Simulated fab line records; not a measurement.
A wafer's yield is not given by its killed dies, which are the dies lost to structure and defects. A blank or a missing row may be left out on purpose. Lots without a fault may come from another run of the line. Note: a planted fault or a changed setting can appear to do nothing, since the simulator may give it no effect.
fab line records	flow nand_harc
record: lots: 12	wafers: 36	last_day: 33
route steps=1302 shown A_STAIRCASE@869 END@1302
lots with no fault: from the same line, run without faults
start_h: hours from the record's opening day to when the first of the lot's shown wafers began	wait_h: how many hours have passed since the lot's step before this one	" repeats the value in the row above	L1.1+2: several wafers, shown together as one row	- no value present, or no start provided	* or withheld: withheld	< > ~ a bound
route shown NAME@n: names a module that has steps shown in the file, with the first one's number in the route	usual: mean/standard deviation of fault-free wafers	same: alike in all rows	chamber/n: place in a boat	sites: the reading at each site	_std_site: standard deviation of those values	_edge_site: the outer-site mean with the inner-site mean subtracted	radius_mm: for every site, how far away it sits from the centre of the wafer	mask NAME#n: copy n	behind: the most recent tool/chamber to have shaped the wafer	hold: the reason the lot was held/the length of the hold in hours/how it ended	device: transistor that didn't switch, given as n, p or np	end of line: the same wafers' tests at the end of the route	a step without rows: its recipe alone	killed: not the wafer's yield, but the dies lost to structure and defects at the first sort	map: a wafer's dies, x killed, . not, _ none there
set.NAME: the setting that was run; set.NAME@STEP: the one run at that earlier step	model.NAME: the simulator's own value behind a step, which no gauge read
the route's steps for a sample of lots (tables are steps, rows are wafers)
services: a tool's chamber out of use, with start hour (start_h, from the record's first day; less than 0 if before it), hours out, and reason
== steps ==
step: NHARC_A_STAIRCASE_DESCUM_443
recipe: time_s: 3	o2_flow_sccm: 200	ar_flow_sccm: 0	bias_power_w: 0	chemistry: O2
usual: drypump_motor_current_A: 5.8/0.47	oes_product_au: 1.000/0.015	rf_vpp_V: 57.7/0.89	showerhead_plenum_p_Torr: 1.88/0.091	throttle_valve_pct: 11.311/0.0088
same: bias_power_w: 0
lot.wafer	tool	chamber	start_h	wait_h	drypump_motor_current_A	oes_product_au	rf_hours_counter_h	rf_vpp_V	showerhead_plenum_p_Torr	throttle_valve_pct
L531.1	rie_diel-10	3	434.66	-	6.1	0.982	1	57.7	1.91	11.317
L531.2	"	0	"	"	6.1	0.987	1	56.6	1.78	11.325
L531.5	"	0	"	"	6.1	0.983	-	58.5	1.78	11.321
L532.3	rie_diel-04	2	446.03	-	5.8	1.032	26	60.1	1.79	11.309
L532.1	"	1	"	"	6.6	1.000	25	58.6	1.96	11.307
L532.5	"	2	"	"	5.8	1.034	-	59.2	1.79	11.315
L534.4	rie_diel-05	0	452.09	-	5.8	0.999	13	57.8	1.94	11.305
L534.2	"	2	"	"	5.6	1.038	9	56.0	1.87	11.314
L534.1	"	3	"	"	5.6	0.975	8	58.1	2.05	11.300
L533.1	rie_diel-04	0	469.36	-	5.3	0.991	36	56.8	1.79	11.310
L533.2	"	1	"	"	6.6	1.014	33	56.8	1.95	11.312
L533.6	"	3	"	"	6.6	1.017	-	57.9	1.96	11.304
L540.4	rie_diel-10	3	522.54	-	6.1	0.994	33	57.0	1.90	11.320
L540.1	"	1	"	"	5.2	0.990	28	57.1	1.97	11.306
L540.6	"	3	"	"	6.1	0.985	-	58.0	1.90	11.311
L542.1	rie_diel-10	2	538.40	-	5.5	1.019	34	57.4	1.77	11.319
L542.2	"	3	"	"	6.1	0.991	40	56.9	1.89	11.319
L542.3	"	0	"	"	6.1	0.991	40	57.3	1.77	11.316
L541.2	rie_diel-05	3	538.45	-	5.7	0.978	36	56.9	2.04	11.323
L541.3	"	1	"	"	5.1	1.001	35	56.4	1.85	11.308
L541.5	"	2	"	"	5.5	1.009	-	56.8	1.86	11.292
L549.3	rie_diel-05	0	618.32	-	5.8	1.005	8	57.4	1.93	11.327
L549.2	"	2	"	"	5.5	1.023	7	56.5	1.85	11.313
L549.6	"	0	"	"	5.8	1.002	-	56.7	1.93	11.327
L550.3	rie_diel-04	1	631.16	-	6.6	1.016	30	57.9	1.94	11.303
L550.4	"	2	"	"	5.8	1.001	28	57.3	1.77	11.317
L550.6	"	0	"	"	5.3	0.992	-	57.4	1.77	11.318
L551.3	rie_diel-10	3	639.30	-	6.1	0.994	11	57.7	1.88	11.307
L551.2	"	1	"	"	5.2	1.004	15	58.5	1.96	11.311
L551.6	"	1	"	"	5.2	1.003	-	59.1	1.96	11.311
L552.3	rie_diel-10	3	647.71	-	6.1	0.996	16	58.9	1.88	11.318
L552.4	"	2	"	"	5.6	1.015	14	58.2	2.07	11.311
L552.6	"	0	"	"	6.1	0.977	-	57.5	2.07	11.296
L553.3	rie_diel-05	1	655.19	-	5.1	0.987	20	55.2	1.84	11.297
L553.1	"	2	"	"	5.5	1.030	19	58.7	1.85	11.325
L553.6	"	0	"	"	5.8	0.992	-	57.7	1.92	11.320
step: NHARC_A_STAIRCASE_CMP_450
recipe: target_thk_nm: 200	material: SiO2
usual: edge_zone_pressure_frac: 1.000/0.0051	motor_current_A: 11.5/1.1	retaining_ring_pressure_frac: 1.000/0.0044
lot.wafer	tool	chamber	start_h	wait_h	edge_zone_pressure_frac	motor_current_A	retaining_ring_pressure_frac
L531.2	cmp-02	0	439.92	-	1.006	13.9	1.001
L531.1	"	1	"	"	0.992	11.4	1.004
L531.5	"	2	"	"	1.003	12.0	0.996
L532.3	cmp-02	0	451.42	-	1.001	13.3	1.002
L532.1	"	1	"	"	0.991	11.3	1.003
L532.5	"	3	"	"	1.005	12.0	1.009
L534.1	cmp-03	3	457.43	-	1.005	11.2	1.000
L534.2	"	0	"	"	0.998	12.2	0.998
L534.4	"	1	"	"	0.993	10.7	1.000
L533.1	cmp-04	1	474.63	-	0.997	12.7	1.002
L533.2	"	3	"	"	1.006	10.4	0.995
L533.6	"	2	"	"	1.005	12.6	1.004
L540.1	cmp-03	3	527.99	-	0.998	12.0	1.003
L540.4	"	0	"	"	1.000	13.1	0.998
L540.6	"	2	"	"	0.995	10.0	1.008
L542.3	cmp-02	2	543.72	-	1.005	11.8	1.007
L542.1	"	0	"	"	1.001	13.4	1.001
L542.2	"	1	"	"	0.989	12.2	1.000
L541.2	cmp-04	1	544.02	-	1.003	12.7	1.002
L541.3	"	2	"	"	1.007	12.3	0.994
L541.5	"	3	"	"	0.993	10.6	1.006
L549.3	cmp-04	0	623.61	-	0.996	10.8	1.002
L549.2	"	2	"	"	0.996	12.0	0.998
L549.6	"	3	"	"	0.993	9.9	0.996
L550.4	cmp-03	0	636.46	-	0.996	13.5	0.997
L550.3	"	1	"	"	1.002	10.9	0.996
L550.6	"	3	"	"	0.994	12.1	0.995
L551.2	cmp-04	0	645.59	-	1.006	10.9	0.997
L551.3	"	1	"	"	1.002	12.6	1.007
L551.6	"	1	"	"	0.998	13.5	1.001
L552.3	cmp-04	2	653.07	-	0.997	11.8	0.996
L552.4	"	0	"	"	1.004	10.7	0.994
L552.6	"	1	"	"	1.001	13.4	0.998
L553.1	cmp-04	0	660.48	-	0.999	11.0	1.000
L553.3	"	1	"	"	0.998	12.3	1.009
L553.6	"	3	"	"	0.997	10.2	1.001
step: NHARC_A_STAIRCASE_STRIP_475
recipe: time_s: 20	o2_flow_sccm: 500	ar_flow_sccm: 0	bias_w: 0	chemistry: O2
usual: drypump_motor_current_A: 5.8/0.47	oes_product_au: 0.997/0.015	rf_vpp_V: 57.6/0.85	showerhead_plenum_p_Torr: 3.48/0.16	throttle_valve_pct: 17.036/0.0093
lot.wafer	tool	chamber	start_h	wait_h	drypump_motor_current_A	oes_product_au	rf_hours_counter_h	rf_vpp_V	showerhead_plenum_p_Torr	throttle_valve_pct
L531.1	rie_diel-05	3	-	-	5.6	0.975	5	56.9	3.77	17.034
L531.2	"	1	"	"	5.1	1.009	10	56.4	3.43	17.042
L531.5	"	2	"	"	5.5	1.024	-	58.0	3.46	17.045
L532.1	rie_diel-04	3	-	-	6.6	1.018	32	58.0	3.61	17.035
L532.3	"	0	"	"	5.3	0.987	30	58.2	3.31	17.012
L532.5	"	3	"	"	6.6	1.013	-	57.4	3.61	17.028
L534.4	rie_diel-10	0	-	-	6.2	0.977	10	57.9	3.29	17.035
L534.1	"	1	"	"	5.2	0.997	10	59.5	3.64	17.028
L534.2	"	2	"	"	5.6	1.015	8	55.2	3.29	17.039
L533.2	rie_diel-10	1	-	-	5.2	0.993	14	57.0	3.63	17.043
L533.1	"	2	"	"	5.6	1.008	13	57.2	3.28	17.030
L533.6	"	3	"	"	6.1	0.992	-	57.2	3.51	17.047
L540.1	rie_diel-05	0	-	-	5.8	1.000	35	58.0	3.56	17.023
L540.4	"	3	"	"	5.7	0.974	33	57.6	3.76	17.045
L540.6	"	0	"	"	5.8	0.988	-	58.0	3.57	17.048
L542.3	rie_diel-10	3	544.93	0.3	6.1	0.983	45	57.3	3.49	17.052
L542.2	"	0	"	"	6.1	0.974	45	56.4	3.28	17.054
L542.1	"	1	"	"	5.2	0.983	37	57.0	3.62	17.042
L541.2	rie_diel-04	3	-	-	6.6	0.997	0	59.1	3.60	17.034
L541.3	"	0	"	"	5.4	1.001	0	55.9	3.30	17.045
L541.5	"	0	"	"	5.3	0.996	-	56.2	3.30	17.034
L549.2	rie_diel-10	3	-	-	6.1	0.985	7	57.6	3.48	17.045
L549.3	"	1	"	"	5.3	0.999	7	58.1	3.61	17.049
L549.6	"	3	"	"	6.1	0.990	-	56.7	3.48	17.044
L550.3	rie_diel-04	3	-	-	6.6	1.015	31	57.8	3.58	17.037
L550.4	"	1	"	"	6.6	1.010	33	58.2	3.57	17.037
L550.6	"	3	"	"	6.6	1.023	-	57.9	3.58	17.035
L551.3	rie_diel-05	2	-	-	5.6	1.033	17	58.8	3.42	17.029
L551.2	"	1	"	"	5.1	0.977	18	58.7	3.40	17.022
L551.6	"	2	"	"	5.6	1.025	-	57.7	3.42	17.032
L552.3	rie_diel-05	0	-	-	5.8	1.004	21	58.3	3.54	17.035
L552.4	"	1	"	"	5.1	0.981	20	57.6	3.40	17.021
L552.6	"	3	"	"	5.7	0.989	-	57.1	3.73	17.020
L553.3	rie_diel-04	1	-	-	6.6	1.009	38	56.6	3.57	17.014
L553.1	"	0	"	"	5.3	0.989	39	57.0	3.28	17.040
L553.6	"	1	"	"	6.6	1.009	-	57.3	3.57	17.051
step: NHARC_A_STAIRCASE_DEP_471
recipe: target_thk_a: 1000	temp_c: 400	pressure_torr: 6.5	rf_w: 900	teos_flow_sccm: 161.4	flow_sccm: 2650	target_thk_nm: 100	gas: O2	material: SiO2
usual: heater_power_w: 547/81	rf_fwd_power_W: 896.3/2.5	throttle_valve_pct: 16.1/0.47
lot.wafer	tool	chamber	start_h	wait_h	heater_power_w	rf_fwd_power_W	since_wet_clean_h	throttle_valve_pct
L531.2	pecvd-04	1	441.07	-	567	896.5	159	16.5
L531.1	"	0	"	"	600	898.4	159	15.3
L531.5	"	2	"	"	547	899.9	-	16.5
L532.1	pecvd-02	0	452.83	-	508	893.4	32	16.6
L532.3	"	1	"	"	603	892.3	32	16.3
L532.5	"	2	"	"	480	893.9	-	16.6
L534.1	pecvd-02	0	458.76	-	532	896.3	37	16.3
L534.2	"	1	"	"	494	896.4	37	16.1
L534.4	"	0	"	"	534	894.1	-	16.3
L533.1	pecvd-03	0	475.80	-	642	895.3	97	15.8
L533.2	"	1	"	"	397	896.5	97	16.6
L533.6	"	2	"	"	541	896.3	-	15.1
L540.1	pecvd-03	2	529.16	-	587	752.9	150	15.0
L540.4	"	2	"	"	592	750.0	-	15.1
L540.6	"	0	"	"	677	748.2	-	15.6
L542.2	pecvd-03	0	545.41	-	623	755.1	166	15.8
L542.1	"	1	"	"	450	753.9	166	16.7
L542.3	"	2	"	"	630	753.0	166	15.1
L541.2	pecvd-03	0	545.60	-	638	749.1	166	15.9
L541.3	"	1	"	"	533	750.5	166	16.7
L541.5	"	0	"	"	641	748.9	-	16.1
L549.3	pecvd-04	1	624.95	-	575	893.6	162	16.0
L549.2	"	0	"	"	597	898.4	162	16.1
L549.6	"	1	"	"	582	893.8	-	16.0
L550.3	pecvd-03	2	637.74	-	676	897.5	78	15.6
L550.6	"	1	"	"	435	894.4	-	16.6
L550.4	"	2	"	"	521	898.7	-	15.3
L551.2	pecvd-03	1	646.84	-	441	897.1	87	16.8
L551.3	"	0	"	"	760	901.3	87	15.7
L551.6	"	2	"	"	632	902.1	-	15.5
L552.3	pecvd-03	0	654.29	-	719	893.1	94	16.0
L552.6	"	1	"	"	366	898.5	-	16.7
L552.4	"	2	"	"	631	895.0	-	15.5
L553.1	pecvd-03	1	661.67	-	457	898.0	102	16.6
L553.3	"	2	"	"	641	896.6	102	15.7
L553.6	"	2	"	"	642	896.8	-	15.6
step: NHARC_END_SORT_01
recipe: temp_c: 25
usual: killed_at_array: 52/17	killed_at_other: 1.2/1.4	killed_at_periphery: 4.7/2.9	killed_dies: 58/17	killed_open: 3.2/1.9	killed_short: 2.4/1.4
same: gross_dies: 677
lot.wafer	tool	chamber	start_h	wait_h	killed_at_array	killed_at_other	killed_at_periphery	killed_dies	killed_open	killed_short
L540.1	prober-01	0	655.59	2.5	51	3	9	63	3	1
L540.4	prober-01	0	657.97	3.4	39	2	9	50	3	3
L540.6	prober-01	0	659.57	4.0	67	0	11	78	7	4
killed by level:class
L540.1 A_SLIT:chamber_film_flake=31 A_CONTACT:chamber_film_flake=9 P_GATE:chamber_film_flake=7 A_CHANNEL_HOLE_D1:chamber_film_flake=4 THIN_TSV:chamber_film_flake=3 P_M1:geometric_particle:short=1 A_CHANNEL_FILL_D1:geometric_particle:open=1 A_DECK1_JOINT:geometric_particle:open=1
L540.4 A_SLIT:chamber_film_flake=21 P_GATE:chamber_film_flake=9 A_CONTACT:chamber_film_flake=6 A_CHANNEL_HOLE_D1:chamber_film_flake=4 A_ONON_D1:geometric_particle:open=2 A_CHANNEL_FILL_D2:geometric_particle:short=2 THIN_TSV:chamber_film_flake=2 A_SGD_CUT:geometric_particle:short=1
L540.6 A_SLIT:chamber_film_flake=38 A_CONTACT:chamber_film_flake=10 P_GATE:chamber_film_flake=7 A_CHANNEL_HOLE_D1:chamber_film_flake=4 A_CHANNEL_FILL_D2:geometric_particle:open=2 A_M0:geometric_particle:open=2 P_STI:chamber_film_flake=2 P_M0:geometric_particle:open=1
== services ==
tool	chamber	start_h	hours	kind
cmp-04	-	411.08	1.2	repair
rie_diel-10	-	421.86	9.0	pm
cmp-04	-	422.21	1.1	repair
rie_diel-05	3	424.54	4.8	repair
cmp-02	-	428.50	4.0	pm
cmp-02	-	434.01	0.9	repair
cmp-04	-	450.42	0.9	repair
cmp-04	-	454.88	0.7	repair
cmp-04	-	460.72	1.0	repair
rie_diel-10	1	482.68	6.5	repair
rie_diel-04	3	494.50	4.0	repair
cmp-04	-	506.97	4.0	pm
rie_diel-04	-	532.68	9.0	pm
rie_diel-10	2	543.91	4.8	repair
pecvd-03	-	547.18	13.0	pm
rie_diel-05	-	561.39	0.7	repair
rie_diel-05	1	576.02	10.6	repair
rie_diel-05	-	587.51	9.0	pm
rie_diel-10	-	598.86	9.0	pm
cmp-04	-	604.97	4.0	pm
pecvd-03	0	612.42	3.4	repair
rie_diel-05	-	622.42	1.1	repair
rie_diel-10	0	635.75	1.2	repair
rie_diel-04	-	651.51	0.5	repair
== key ==
first_sign: step: NHARC_A_STAIRCASE_DEP_471	reading: rf_fwd_power_W	direction: down	sigmas: 57	usual: *	struck: *
effect none on later readings
met_at NHARC_A_STAIRCASE_DEP_471
struck_lots L540,L541,L542
tester_left_out L540,L541,L542
not_acting_at NHARC_A_STAIRCASE_DESCUM_443,NHARC_A_STAIRCASE_CMP_450,NHARC_A_STAIRCASE_STRIP_475
onset_between 475.80 529.16
fault: kind: process_parameter_drift	tool: pecvd-03	chamber: -	onset_h: 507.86	steps: NHARC_A_STAIRCASE_DEP_471	channel: rf_w	offset: *	shape: step	end_h: 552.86	acts_in: *	stated: *
tester_left_out: of these lots the tester's yield and bins aren't shown, on N5 and GAA mostly nor the transistor test; their killed dies are dies lost to structure and defects alone, not to doping, threshold or leakage, so they don't give the yield
